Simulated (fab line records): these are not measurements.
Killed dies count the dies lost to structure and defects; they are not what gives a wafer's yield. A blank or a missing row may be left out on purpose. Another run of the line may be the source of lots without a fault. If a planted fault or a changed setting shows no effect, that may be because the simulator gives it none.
fab line records	flow nand_harc
record lots=12	wafers=36	last_day=33
route steps=1302 shown P_STI@85 P_GATE@122 END@1302
lots that met no fault: from a run of the same line without faults
start_h: hours from the record's opening day to when the first of the lot's shown wafers began	wait_h: hours elapsed since this lot's preceding step	" identical to the entry in the row above	L1.1+2: a single row standing in for several wafers	- either no value or no given start	* or withheld: withheld	< > ~ a bound
route shown NAME@n: names a module that has steps shown in the file, with the first one's number in the route	usual: mean/standard deviation taken from wafers without a fault	same: alike in all rows	chamber/n: place in a boat	sites: per-site readings	_std_site: the values' standard deviation	_edge_site: the outer-site mean with the inner-site mean subtracted	radius_mm: how far each site lies from the wafer's centre	mask NAME#n: copy n	behind: tool/chamber where the wafer was last shaped	hold: the reason the lot was held/the length of the hold in hours/how it ended	device: the n, p or np transistor that did not switch	end of line: the route-end tests of the same wafers	step lacking rows: just its recipe	killed: not the wafer's yield, but the dies lost to structure and defects at the first sort	map: per-die view of a wafer (x killed, . not killed, _ where there is no die)
set.NAME: the setting that was run; set.NAME@STEP: the one run at that earlier step	model.NAME: the simulator's own value behind a step, which no gauge read
route steps across a sampled set of lots; one table per step, one row per wafer
services: from which hour (start_h, from the record's first day; less than 0 if before it) a tool's chamber was out of use, for how many hours, and why
## steps
# step NHARC_P_STI_INSPECT_11
# usual raw_defect_count=5.7/2.9
lot.wafer	tool	chamber	start_h	wait_h	raw_defect_count
L370.1	defect_inspect-01	-	45.15	0.0	4
L370.2	"	-	"	"	8
L370.6	"	-	"	"	3
L371.2	defect_inspect-02	-	54.31	0.0	2
L371.3	"	-	"	"	11
L371.4	"	-	"	"	8
L373.2	defect_inspect-01	-	78.11	0.0	17
L373.4	"	-	"	"	3
L373.6	"	-	"	"	4
L374.2	defect_inspect-02	-	84.79	0.0	7
L374.3	"	-	"	"	10
L374.6	"	-	"	"	7
L376.3	defect_inspect-01	-	106.31	0.0	6
L376.5	"	-	"	"	8
L376.6	"	-	"	"	7
L378.1	defect_inspect-01	-	123.15	0.0	4
L378.3	"	-	"	"	9
L378.5	"	-	"	"	3
L383.1	defect_inspect-01	-	175.24	0.0	8
L383.5	"	-	"	"	4
L383.6	"	-	"	"	8
L384.4	defect_inspect-01	-	183.09	0.0	3
L384.5	"	-	"	"	3
L384.6	"	-	"	"	5
L386.2	defect_inspect-02	-	202.84	0.0	7
L386.3	"	-	"	"	11
L386.6	"	-	"	"	2
L387.2	defect_inspect-02	-	212.89	0.0	5
L387.3	"	-	"	"	8
L387.6	"	-	"	"	3
L389.2	defect_inspect-02	-	234.95	0.0	8
L389.3	"	-	"	"	3
L389.5	"	-	"	"	4
L393.2	defect_inspect-02	-	274.41	0.0	5
L393.4	"	-	"	"	5
L393.5	"	-	"	"	1
# step NHARC_P_GATE_CD_MEAS_11
# recipe target_cd_nm=1640	landing_energy_ev=500
# usual cd_nm=1640.7/1.7
lot.wafer	tool	chamber	start_h	wait_h	cd_nm
L370.1	cd_sem-01	0	86.64	-	1642.4
L370.2	"	0	"	"	1642.1
L370.6	"	0	"	"	1641.9
L371.2	cd_sem-01	0	91.65	-	1642.0
L371.3	"	0	"	"	1642.6
L371.4	"	0	"	"	1643.0
L373.2	cd_sem-03	0	114.30	-	1638.5
L373.4	"	0	"	"	1639.1
L373.6	"	0	"	"	1640.8
L374.2	cd_sem-01	0	119.48	-	1640.4
L374.3	"	0	"	"	1641.0
L374.6	"	0	"	"	1638.7
L376.3	cd_sem-03	0	145.46	-	1638.2
L376.5	"	0	"	"	1641.3
L376.6	"	0	"	"	1641.9
L378.1	cd_sem-01	0	158.09	-	1640.9
L378.3	"	0	"	"	1639.7
L378.5	"	0	"	"	1640.7
L384.4	cd_sem-02	0	227.26	-	1637.1
L384.5	"	0	"	"	1639.2
L384.6	"	0	"	"	1640.4
L383.1	cd_sem-01	0	227.33	-	1636.7
L383.5	"	0	"	"	1637.7
L383.6	"	0	"	"	1639.2
L386.2	cd_sem-02	0	239.73	-	1641.7
L386.3	"	0	"	"	1642.6
L386.6	"	0	"	"	1640.3
L387.2	cd_sem-01	0	249.85	-	1638.1
L387.3	"	0	"	"	1638.3
L387.6	"	0	"	"	1637.2
L389.2	cd_sem-02	0	268.65	-	1635.1
L389.3	"	0	"	"	1637.4
L389.5	"	0	"	"	1639.0
L393.2	cd_sem-01	0	313.77	-	1641.1
L393.4	"	0	"	"	1642.8
L393.5	"	0	"	"	1640.2
# step NHARC_P_GATE_ETCH_104
# recipe target_depth_a=600	time_s=withheld	cf4_flow_sccm=100	chf3_flow_sccm=30	ar_flow_sccm=0	rf_w=500	bias_w=200	chemistry=CF4/CHF3
# usual bias_w=200.0/0.62	cf4_flow_sccm=100.04/0.28	chamber_pressure_mTorr=24.999/0.021	drypump_motor_current_A=5.5/0.32	oes_product_au=0.952/0.02	rf_vpp_V=369.8/2.1	showerhead_plenum_p_Torr=1.55/0.056	throttle_valve_pct=16.802/0.0082
lot.wafer	tool	chamber	start_h	wait_h	bias_w	cf4_flow_sccm	chamber_pressure_mTorr	drypump_motor_current_A	oes_product_au	rf_vpp_V	showerhead_plenum_p_Torr	throttle_valve_pct
L370.1	rie_diel-12	2	103.84	0.1	200.4	100.08	24.999	5.6	0.981	370.8	1.58	16.796
L370.2	"	0	"	"	201.0	99.98	25.003	5.2	0.966	366.2	1.50	16.808
L370.6	"	2	"	"	199.8	100.32	25.012	5.6	0.980	372.2	1.58	16.785
L371.3	rie_diel-02	2	108.74	0.1	200.3	99.70	25.016	5.4	0.965	368.8	1.54	16.788
L371.2	"	3	"	"	200.3	100.11	25.006	5.7	0.959	370.1	1.56	16.808
L371.4	"	2	"	"	201.0	99.95	24.975	5.5	0.961	370.0	1.54	16.790
L373.4	rie_diel-02	3	131.20	0.0	-	-	-	-	-	-	-	-
L373.2	"	1	"	"	-	-	-	-	-	-	-	-
L373.6	"	0	"	"	-	-	-	-	-	-	-	-
L374.2	rie_diel-12	3	139.97	0.1	-	-	-	-	-	-	-	-
L374.3	"	0	"	"	-	-	-	-	-	-	-	-
L374.6	"	1	"	"	-	-	-	-	-	-	-	-
L376.3	rie_diel-12	0	160.89	0.1	199.7	100.11	25.015	5.2	0.957	367.4	1.50	16.791
L376.5	"	3	"	"	201.0	100.24	24.966	5.4	0.970	370.3	1.51	16.811
L376.6	"	0	"	"	200.8	99.90	24.997	5.2	0.957	367.6	1.50	16.799
L378.1	rie_diel-12	0	172.44	0.1	199.6	99.68	25.002	5.2	0.958	367.9	1.50	16.791
L378.3	"	1	"	"	200.0	99.95	25.002	5.8	0.957	369.2	1.51	16.796
L378.5	"	2	"	"	201.2	100.09	25.000	5.6	0.975	371.8	1.58	16.805
L384.4	rie_diel-02	0	242.84	0.1	200.2	99.70	24.974	5.4	0.937	366.7	1.48	16.797
L384.6	"	0	"	"	200.3	99.79	24.983	5.5	0.922	366.8	1.48	16.802
L384.5	"	1	"	"	200.4	100.06	25.028	5.7	0.930	371.3	1.55	16.806
L383.1	rie_diel-09	3	243.02	0.1	200.1	100.02	24.954	5.7	0.971	369.9	1.59	16.803
L383.5	"	1	"	"	200.0	99.63	25.024	5.1	0.954	374.2	1.68	16.804
L383.6	"	2	"	"	200.0	100.05	24.999	6.4	0.972	373.2	1.65	16.806
L386.3	rie_diel-02	1	258.28	0.1	199.8	100.25	25.000	5.7	0.952	367.9	1.55	16.785
L386.2	"	3	"	"	199.1	100.35	25.018	5.7	0.967	369.4	1.56	16.804
L386.6	"	1	"	"	199.1	100.59	25.000	5.7	0.951	370.5	1.55	16.818
L387.3	rie_diel-12	0	266.11	0.1	199.9	99.81	24.969	5.2	0.955	367.4	1.50	16.812
L387.2	"	2	"	"	199.7	99.96	25.005	5.6	0.924	372.0	1.58	16.797
L387.6	"	0	"	"	200.3	100.57	24.998	5.2	0.966	368.1	1.50	16.814
L389.2	rie_diel-09	0	282.79	0.1	200.6	100.05	24.967	5.1	0.920	367.7	1.52	16.816
L389.3	"	3	"	"	200.2	99.96	24.986	5.7	0.924	370.2	1.58	16.808
L389.5	"	1	"	"	199.3	100.19	24.969	5.1	0.926	374.2	1.68	16.800
L393.4	rie_diel-12	1	328.29	0.1	199.9	100.07	25.022	5.8	0.909	368.0	1.51	16.800
L393.2	"	2	"	"	200.2	99.81	25.006	5.6	0.906	369.9	1.58	16.809
L393.5	"	2	"	"	200.4	100.39	25.015	5.6	0.908	370.5	1.58	16.803
# step NHARC_P_GATE_STRIP_111
# recipe power_w=1500	temp_c=110	time_s=250	chemistry=N2/H2
# usual drypump_motor_current_A=5.6/0.54	heater_power_w=82/6.7
lot.wafer	tool	chamber	start_h	wait_h	drypump_motor_current_A	heater_power_w	rf_hours_counter_h
L370.1	plasma_asher-01	0	116.08	0.2	4.8	81	24
L370.2	"	1	"	"	5.9	92	24
L370.6	"	0	"	"	4.8	81	-
L371.2	plasma_asher-02	0	121.08	0.2	5.9	73	7
L371.3	"	0	"	"	5.9	71	-
L371.4	"	1	"	"	6.2	90	-
L373.2	plasma_asher-02	0	143.68	0.2	5.9	72	11
L373.4	"	0	"	"	5.9	73	-
L373.6	"	1	"	"	6.1	87	-
L374.2	plasma_asher-01	1	151.98	0.2	5.9	92	31
L374.3	"	1	"	"	5.9	91	-
L374.6	"	1	"	"	5.8	90	-
L376.3	plasma_asher-02	1	173.12	0.2	6.2	90	-
L376.6	"	1	"	"	6.2	89	-
L376.5	"	0	"	"	5.9	70	-
L378.1	plasma_asher-02	0	184.55	0.2	5.9	72	23
L378.3	"	1	"	"	6.2	89	-
L378.5	"	1	"	"	6.2	91	-
L384.4	plasma_asher-01	0	255.29	0.4	4.8	84	-
L384.6	"	0	"	"	4.8	87	-
L384.5	"	1	"	"	5.9	85	-
L383.1	plasma_asher-01	0	255.69	0.6	4.8	83	15
L383.6	"	0	"	"	4.8	84	-
L383.5	"	1	"	"	5.8	85	-
L386.2	plasma_asher-02	0	270.53	0.2	5.9	68	2
L386.3	"	1	"	"	6.2	82	-
L386.6	"	1	"	"	6.2	83	-
L387.2	plasma_asher-02	1	280.43	0.2	6.1	85	4
L387.3	"	1	"	"	6.2	82	-
L387.6	"	1	"	"	6.2	79	-
L389.2	plasma_asher-01	1	295.18	0.2	5.8	82	26
L389.3	"	0	"	"	4.8	85	-
L389.5	"	1	"	"	5.8	86	-
L393.2	plasma_asher-01	0	340.60	0.2	4.8	83	35
L393.4	"	1	"	"	5.8	83	-
L393.5	"	0	"	"	4.8	84	-
# step NHARC_END_SORT_01
# recipe temp_c=25
# usual killed_at_array=55/20	killed_at_other=0.7/0.96	killed_at_periphery=4.1/2.4	killed_dies=60/20	killed_open=3.3/1.9	killed_short=2.8/1.6
# same gross_dies=677
lot.wafer	tool	chamber	start_h	wait_h	hold	killed_at_array	killed_at_other	killed_at_periphery	killed_dies	killed_open	killed_short
L373.2	prober-01	0	584.33	2.8	await_dispo/6.6h/scrap	37	3	637	677	2	2
L373.4	prober-01	0	585.94	3.4	await_dispo/6.6h/scrap	44	0	633	677	1	3
L373.6	prober-01	0	587.54	4.0	await_dispo/6.6h/scrap	39	2	636	677	5	2
L374.2	prober-02	0	607.90	2.8	await_dispo/2.8h/scrap	49	3	625	677	4	4
L374.3	prober-02	0	608.71	3.1	await_dispo/2.8h/scrap	43	1	633	677	6	4
L374.6	prober-02	0	611.12	4.0	await_dispo/2.8h/scrap	52	2	623	677	6	3
L383.1	prober-01	0	697.90	2.5	-	43	4	4	51	4	1
L383.5	prober-01	0	701.13	3.7	-	50	1	5	56	1	2
L383.6	prober-01	0	701.93	4.0	-	49	0	4	53	5	3
L386.2	prober-01	0	714.26	2.8	-	89	2	1	92	1	0
L386.3	prober-01	0	715.06	3.1	-	86	2	1	89	6	3
L386.6	prober-01	0	717.47	4.0	-	82	0	2	84	4	3
L384.4	prober-02	0	715.88	3.4	-	68	0	5	73	6	4
L384.5	prober-02	0	716.68	3.7	-	59	0	4	63	7	4
L384.6	prober-02	0	717.49	4.0	-	61	2	4	67	6	1
# killed by level:class
L373.2 P_GATE:area_etch=634 A_CHANNEL_HOLE_D2:chamber_film_flake=22 A_CHANNEL_FILL_D2:chamber_film_flake=4 A_CONTACT:chamber_film_flake=4 THIN_TSV:chamber_film_flake=3 A_STAIRCASE:chamber_film_flake=2 P_GATE:geometric_particle:short=1 P_GATE:geometric_particle:open=1
L373.4 P_GATE:area_etch=632 A_CHANNEL_HOLE_D2:chamber_film_flake=36 A_ONON_D1:geometric_particle:short=1 A_ONON_D2:geometric_particle:short=1 A_CHANNEL_FILL_D2:geometric_particle:short=1 A_BLC:geometric_particle:open=1 P_M2:chamber_film_flake=1 A_CHANNEL_HOLE_D1:chamber_film_flake=1
L373.6 P_GATE:area_etch=631 A_CHANNEL_HOLE_D2:chamber_film_flake=30 P_M2:chamber_film_flake=2 THIN_TSV:chamber_film_flake=2 P_STI:geometric_particle:open=1 P_GATE:geometric_particle:open=1 P_CONTACT:geometric_particle:open=1 A_CHANNEL_FILL_D1:geometric_particle:short=1
L374.2 P_GATE:area_etch=623 A_CHANNEL_HOLE_D2:chamber_film_flake=29 A_CHANNEL_HOLE_D1:chamber_film_flake=4 THIN_TSV:chamber_film_flake=3 A_ONON_D2:geometric_particle:short=2 A_ONON_D2:geometric_particle:open=2 A_ZERO_WELL:chamber_film_flake=2 A_DECK1_JOINT:chamber_film_flake=2
L374.3 P_GATE:area_etch=629 A_CHANNEL_HOLE_D2:chamber_film_flake=29 A_DECK1_JOINT:geometric_particle:short=2 A_WL_FILL:geometric_particle:open=2 P_GATE:chamber_film_flake=2 A_WL_FILL:chamber_film_flake=2 A_SOURCE_PLATE:geometric_particle:open=1 A_ONON_D1:geometric_particle:open=1
L374.6 P_GATE:area_etch=617 A_CHANNEL_HOLE_D2:chamber_film_flake=31 A_CONTACT:chamber_film_flake=4 P_GATE:chamber_film_flake=3 A_STAIRCASE:chamber_film_flake=3 A_DECK1_JOINT:geometric_particle:short=2 A_SGD_CUT:geometric_particle:open=2 P_ZERO_WELL:chamber_film_flake=2
L383.1 A_SLIT:chamber_film_flake=24 A_WL_FILL:chamber_film_flake=4 THIN_TSV:chamber_film_flake=4 A_STAIRCASE:chamber_film_flake=3 A_CONTACT:chamber_film_flake=3 P_BONDPAD:chamber_film_flake=2 A_CHANNEL_HOLE_D1:chamber_film_flake=2 P_GATE:geometric_particle:short=1
L383.5 A_SLIT:chamber_film_flake=30 A_CONTACT:chamber_film_flake=4 A_STAIRCASE:chamber_film_flake=3 A_SGD_CUT:chamber_film_flake=3 P_GATE:geometric_particle:short=2 P_BONDPAD:chamber_film_flake=2 A_CHANNEL_HOLE_D1:chamber_film_flake=2 A_DECK1_JOINT:chamber_film_flake=2
L383.6 A_SLIT:chamber_film_flake=27 A_CHANNEL_HOLE_D1:chamber_film_flake=9 P_M0:geometric_particle:open=3 A_STAIRCASE:chamber_film_flake=3 A_CONTACT:chamber_film_flake=3 A_WL_FILL:chamber_film_flake=2 A_ONON_D1:geometric_particle:short=1 A_CHANNEL_FILL_D1:geometric_particle:short=1
L386.2 A_SLIT:chamber_film_flake=32 A_CHANNEL_HOLE_D1:chamber_film_flake=29 A_CHANNEL_HOLE_D2:chamber_film_flake=19 A_CONTACT:chamber_film_flake=4 A_STAIRCASE:chamber_film_flake=2 A_BLC:chamber_film_flake=2 THIN_TSV:chamber_film_flake=2 A_WL_FILL:geometric_particle:open=1
L386.3 A_CHANNEL_HOLE_D1:chamber_film_flake=28 A_SLIT:chamber_film_flake=27 A_CHANNEL_HOLE_D2:chamber_film_flake=18 A_CONTACT:chamber_film_flake=3 A_BLC:geometric_particle:open=2 A_CHANNEL_HOLE_D1:geometric_particle:short=1 A_DECK1_JOINT:geometric_particle:short=1 A_ONON_D2:geometric_particle:open=1
L384.4 A_CHANNEL_HOLE_D1:chamber_film_flake=35 A_CHANNEL_HOLE_D2:chamber_film_flake=17 A_SLIT:chamber_film_flake=4 A_CHANNEL_FILL_D2:geometric_particle:short=3 P_GATE:chamber_film_flake=3 A_CHANNEL_FILL_D1:geometric_particle:open=2 A_M0:geometric_particle:open=2 A_STAIRCASE:chamber_film_flake=2
L384.5 A_CHANNEL_HOLE_D1:chamber_film_flake=24 A_CHANNEL_HOLE_D2:chamber_film_flake=17 A_DECK1_JOINT:chamber_film_flake=4 A_STAIRCASE:chamber_film_flake=3 A_ONON_D1:geometric_particle:open=2 A_ONON_D1:geometric_particle:short=2 A_M0:geometric_particle:open=2 P_GATE:chamber_film_flake=2
L386.6 A_CHANNEL_HOLE_D1:chamber_film_flake=30 A_SLIT:chamber_film_flake=27 A_CHANNEL_HOLE_D2:chamber_film_flake=12 A_CONTACT:chamber_film_flake=3 A_BLC:geometric_particle:open=2 A_CHANNEL_HOLE_D1:geometric_particle:short=1 A_ONON_D2:geometric_particle:short=1 A_WL_FILL:geometric_particle:open=1
L384.6 A_CHANNEL_HOLE_D1:chamber_film_flake=32 A_CHANNEL_HOLE_D2:chamber_film_flake=16 A_DECK1_JOINT:chamber_film_flake=3 A_STAIRCASE:chamber_film_flake=3 STARTING-WAFER:geometric_particle:open=2 A_SLIT:chamber_film_flake=2 A_CONTACT:chamber_film_flake=2 P_M0:geometric_particle:open=1
## services
tool	chamber	start_h	hours	kind
plasma_asher-02	0	83.32	-	clean
plasma_asher-02	1	83.32	-	clean
rie_diel-12	-	91.45	9.0	pm
rie_diel-12	0	91.45	9.0	vent_cycle
rie_diel-12	1	91.45	9.0	vent_cycle
rie_diel-12	2	91.45	9.0	vent_cycle
rie_diel-02	0	91.93	39.2	repair
rie_diel-09	1	126.39	13.9	repair
rie_diel-09	2	134.92	6.7	repair
rie_diel-09	-	143.17	9.0	pm
plasma_asher-01	-	165.00	9.0	pm
rie_diel-02	3	172.30	6.0	repair
rie_diel-12	1	190.19	8.3	repair
rie_diel-09	3	190.44	5.8	repair
rie_diel-09	-	200.90	0.7	repair
rie_diel-12	0	212.10	42.8	repair
rie_diel-02	-	216.82	9.0	pm
plasma_asher-02	-	251.32	9.0	pm
rie_diel-12	-	252.16	0.4	repair
rie_diel-09	-	260.27	0.2	repair
rie_diel-02	2	261.66	1.5	repair
rie_diel-12	-	268.45	9.0	pm
rie_diel-12	0	301.09	3.1	repair
rie_diel-09	-	320.17	9.0	pm
## key
first_sign step=NHARC_P_GATE_ETCH_104	reading=tool_record	direction=missing
effect step=NHARC_END_SORT_01	reading=killed_at_periphery	direction=up	sigmas=99+	usual=4.1	struck=631.2
more_kills_born_at NHARC_P_GATE_ETCH_104@rie_diel-02=1897	NHARC_P_GATE_ETCH_104@rie_diel-12=1869
met_at NHARC_P_GATE_ETCH_104
struck_lots L373,L374
later_rows_left_out L373.2,L373.4,L373.6,L374.2,L374.3,L374.6
tester_left_out L373,L374
not_acting_at NHARC_P_STI_INSPECT_11,NHARC_P_GATE_CD_MEAS_11,NHARC_P_GATE_STRIP_111
onset_between 108.74 131.20
fault kind=skipped_step_whole	tool=rie_diel-02,rie_diel-12	chamber=-	onset_h=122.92	steps=NHARC_P_GATE_ETCH_104	scope=struck_lots_only
# tester_left_out: of these lots the tester's yield and bins aren't shown, on N5 and GAA mostly nor the transistor test; their killed dies are dies lost to structure and defects alone, not to doping, threshold or leakage, so they don't give the yield
# later_rows_left_out: the simulator's readings of these wafers behind a module that went badly wrong aren't trusted and aren't shown, but for the sort
